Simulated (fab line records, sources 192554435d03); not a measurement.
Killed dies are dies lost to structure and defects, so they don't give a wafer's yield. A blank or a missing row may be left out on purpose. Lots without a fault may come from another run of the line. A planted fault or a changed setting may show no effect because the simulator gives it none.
Chamber matching | flow n5_finfet | N5_BEOL_M15_TRENCH_ETCH_34 on rie_diel-05: 4 sister chambers
The step etches SiO2 in C4F8/O2/Ar, target depth 872.93 nm, time 199 s. 8 wafers are shown with their chamber, then 10 later ones without.

WAFERS WITH THEIR CHAMBER
wafer  | chamber | rf_vpp_V (V) | throttle_valve_pct (%)
L078.2 | 1       | 2195         | 31.3
L080.6 | 0       | 2293         | 30.6
L081.3 | 0       | 2294         | 30.7
L081.4 | 2       | 2197         | 30.8
L085.3 | 2       | 2198         | 30.8
L085.6 | 3       | 2152         | 31.5
L083.4 | 3       | 2154         | 31.5
L083.5 | 1       | 2195         | 31.3

WAFERS WITHOUT THEIR CHAMBER
wafer  | rf_vpp_V (V) | throttle_valve_pct (%)
L083.6 | 2199         | 30.8
L091.1 | 2293         | 30.7
L091.2 | 2193         | 31.3
L091.4 | 2198         | 30.8
L095.4 | 2198         | 30.9
L095.5 | 2198         | 30.8
L095.6 | 2191         | 31.3
L097.1 | 2196         | 30.9
L097.3 | 2293         | 30.7
L097.4 | 2193         | 31.3

WHICH CHAMBER EACH WENT THROUGH
wafer  | from the rows above | in truth
L083.6 | 2                   | 2
L091.1 | 0                   | 0
L091.2 | 1                   | 1
L091.4 | 2                   | 2
L095.4 | 2                   | 2
L095.5 | 2                   | 2
L095.6 | 1                   | 1
L097.1 | 2                   | 2
L097.3 | 0                   | 0
L097.4 | 1                   | 1
Placed correctly: 10 of 10. Can't be placed from these rows: 0. Placed wrongly: 0.
How it was worked out, from the rows above alone: a wafer's distance from a chamber is the root of the sum, over the readings, of the square of ((its reading less the chamber's mean) divided by the reading's scatter). The wafer belongs to the nearest chamber; if the next one is less than 2 further off, it can't be placed. A chamber's mean is the mean of its shown wafers. The scatter: the root of (the sum of the squares of (reading less its chamber's mean) over the shown wafers, divided by (wafers less chambers)).
